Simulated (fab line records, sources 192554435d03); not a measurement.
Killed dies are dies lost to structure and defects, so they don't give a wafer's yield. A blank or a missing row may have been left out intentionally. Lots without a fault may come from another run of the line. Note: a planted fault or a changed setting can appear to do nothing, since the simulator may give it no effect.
Split-lot trial	flow n5 finfet	21 wafers read across 7 lots, on a route 1938 steps long

THE SPLIT
At N5_PASSIVATION_ETCH_15 (etches SiCN in CF4/N2, target depth 75 nm, time 81.2 s), the setting bias w was moved away from the recipe's 70 W on 6 of the 21 wafers read, by +5.5% to +16.5%. The other wafers ran this setting at the recipe's value.

The reading comes from the split's own step.

THE READING
rf vpp V, in V, at N5_PASSIVATION_ETCH_15 (etches SiCN in CF4/N2, target depth 75 nm, time 81.2 s). Fault-free wafers of this fab line usually give 382.4 V, standard deviation 1.7 V.

wafer	tool, chamber at the split	bias w as run, W	against the recipe	rf vpp V, V	against lot-mates on the recipe
L074.2	rie diel-03, 0	70	recipe	380.4	-
L074.3	rie diel-03, 1	81.52	+16.5%	418.5	+38.1
L074.5	rie diel-03, 3	81.52	+16.5%	421.2	+40.8
L083.2	rie diel-02, 3	70	recipe	380.3	-
L083.4	rie diel-02, 1	70	recipe	381.0	-
L083.6	rie diel-02, 3	70	recipe	381.5	-
L082.2	rie diel-03, 0	73.88	+5.5%	394.6	+13.0
L082.4	rie diel-03, 2	70	recipe	382.1	-
L082.6	rie diel-03, 0	70	recipe	381.2	-
L087.2	rie diel-03, 3	77.45	+10.6%	406.5	+25.9
L087.5	rie diel-03, 3	70	recipe	380.6	-
L087.6	rie diel-03, 0	77.45	+10.6%	404.8	+24.2
L089.3	rie diel-02, 0	70	recipe	382.2	-
L089.4	rie diel-02, 3	70	recipe	382.5	-
L089.5	rie diel-02, 2	70	recipe	385.0	-
L091.2	rie diel-02, 2	70	recipe	383.9	-
L091.3	rie diel-02, 0	70	recipe	379.2	-
L091.4	rie diel-02, 0	79.39	+13.4%	411.3	+29.8
L095.1	rie diel-03, 3	70	recipe	381.3	-
L095.5	rie diel-03, 3	70	recipe	381.9	-
L095.6	rie diel-03, 2	70	recipe	382.3	-

FIT RESULTS
A straight line over all 21 wafers: rf vpp V changes by +2.28 V for each +1% of bias w; r = +1.00; the points scatter about the line by 1.4 V.
The same after taking each lot's own level away (the mean of its wafers on the recipe; 21 wafers): +2.35 V for each +1%; r = +1.00; scatter 1.2 V.
According to that fit, moving bias w by its largest amount changes the reading by 39 V.
The lots' own levels span 380.40 to 383.23 V, that is 1.7 times the standard deviation above.
Hence the lot-to-lot level has little effect on the slope; both slopes agree.
Check: +39 V against its lot-mates is what the line predicts for one of the wafers moved furthest among these (+16.5%) when that wafer is left out of the fit. It came out at +38.1 V against them.
Tool readings at the split's step, against how far the setting was moved: rf vpp V r = +1.00.

OTHER SPLITS ON THESE WAFERS
Before the reading, these wafers also passed through other splits. Each is held against what the fit with the lots' levels taken away leaves over:
other split on the same wafers	wafers away from the commonest value	r with rf vpp V (lot level and that fit taken away)
N5_BEOL_M15_EXPOSE_07 dose mj	7	-0.03

FILE'S OWN FIT
rf vpp V changes by +2.33 V for each +1% of bias w, r = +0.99.
